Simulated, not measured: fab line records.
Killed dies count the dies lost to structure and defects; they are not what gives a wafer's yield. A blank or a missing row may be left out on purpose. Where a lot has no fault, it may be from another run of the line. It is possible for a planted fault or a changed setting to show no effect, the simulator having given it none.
Chamber matching | flow n5Finfet | 3 sister chambers for N5_MOL_CONTACT_COAG_CO_FILL_22 on cvdCo-01
The step material Co, precursor CCTBA/H2, target thk 20 nm. 27 wafers are shown with their chamber, then 12 later ones without.

## WAFERS PAIRED WITH THEIR CHAMBERS
wafer  | chamber | heaterPowerW (W) | susceptorTempC (C)
L075.2 | 0       | 227              | 200.10
L075.4 | 2       | 211              | 200.12
L075.6 | 0       | 228              | 200.14
L077.1 | 1       | 222              | 199.91
L077.2 | 0       | 220              | 200.17
L077.5 | 2       | 208              | 199.83
L078.2 | 2       | 205              | 199.73
L078.4 | 2       | 214              | 199.82
L078.6 | 0       | 234              | 199.99
L079.3 | 2       | 205              | 199.98
L079.4 | 2       | 206              | 200.15
L079.6 | 0       | 230              | 199.72
L080.3 | 0       | 229              | 200.06
L080.5 | 2       | 210              | 200.03
L080.6 | 1       | 225              | 199.79
L082.2 | 2       | 209              | 200.18
L082.4 | 2       | 205              | 199.98
L082.6 | 0       | 224              | 200.15
L083.1 | 1       | 225              | 200.05
L083.2 | 2       | 206              | 200.29
L083.3 | 0       | 227              | 200.09
L086.2 | 1       | 228              | 200.23
L086.3 | 2       | 207              | 199.92
L086.6 | 0       | 224              | 200.08
L089.1 | 2       | 212              | 199.98
L089.5 | 0       | 221              | 199.97
L089.6 | 2       | 207              | 199.84

SIGNATURES (means of the wafers above)
reading        | chamber 0 | chamber 1 | chamber 2 | scatter within a chamber
heaterPowerW   | 226.40    | 225.00    | 208.08    | 3.44
susceptorTempC | 200.0470  | 199.9950  | 199.9885  | 0.156
Rule: distance of a wafer from a chamber = root of the sum over the readings of ((wafer's reading minus chamber's mean) / reading's scatter) squared. If the next closest chamber is less than 2 further off than the closest, the wafer can't be placed; otherwise it belongs to the closest. The scatter: take each reading less its chamber's mean, square it, sum over the shown wafers, divide by the number of wafers less the number of chambers, and take the root.

## WAFERS WHOSE CHAMBER IS MISSING
wafer  | heaterPowerW (W) | susceptorTempC (C)
L090.1 | 221              | 199.70
L090.3 | 229              | 199.88
L090.4 | 225              | 199.97
L092.1 | 226              | 199.64
L092.2 | 223              | 200.15
L092.4 | 228              | 200.40
L093.1 | 206              | 200.08
L093.3 | 226              | 199.68
L093.4 | 213              | 200.06
L096.1 | 226              | 199.98
L096.4 | 212              | 200.01
L096.5 | 232              | 199.96

## EACH ONE'S CHAMBER
wafer  | from the rows above          | in truth
L090.1 | can't be placed: 1 or 0 or 2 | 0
L090.3 | can't be placed: 0 or 1      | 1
L090.4 | can't be placed: 1 or 0      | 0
L092.1 | can't be placed: 1 or 0      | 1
L092.2 | can't be placed: 1 or 0      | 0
L092.4 | can't be placed: 0 or 1      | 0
L093.1 | 2                            | 2
L093.3 | can't be placed: 1 or 0      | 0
L093.4 | 2                            | 2
L096.1 | can't be placed: 1 or 0      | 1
L096.4 | 2                            | 2
L096.5 | can't be placed: 0 or 1      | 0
Correct placement for 3 of the 12. Not placeable from these rows: 9 (in 9, the candidates include the true chamber). Wrongly placed: 0.
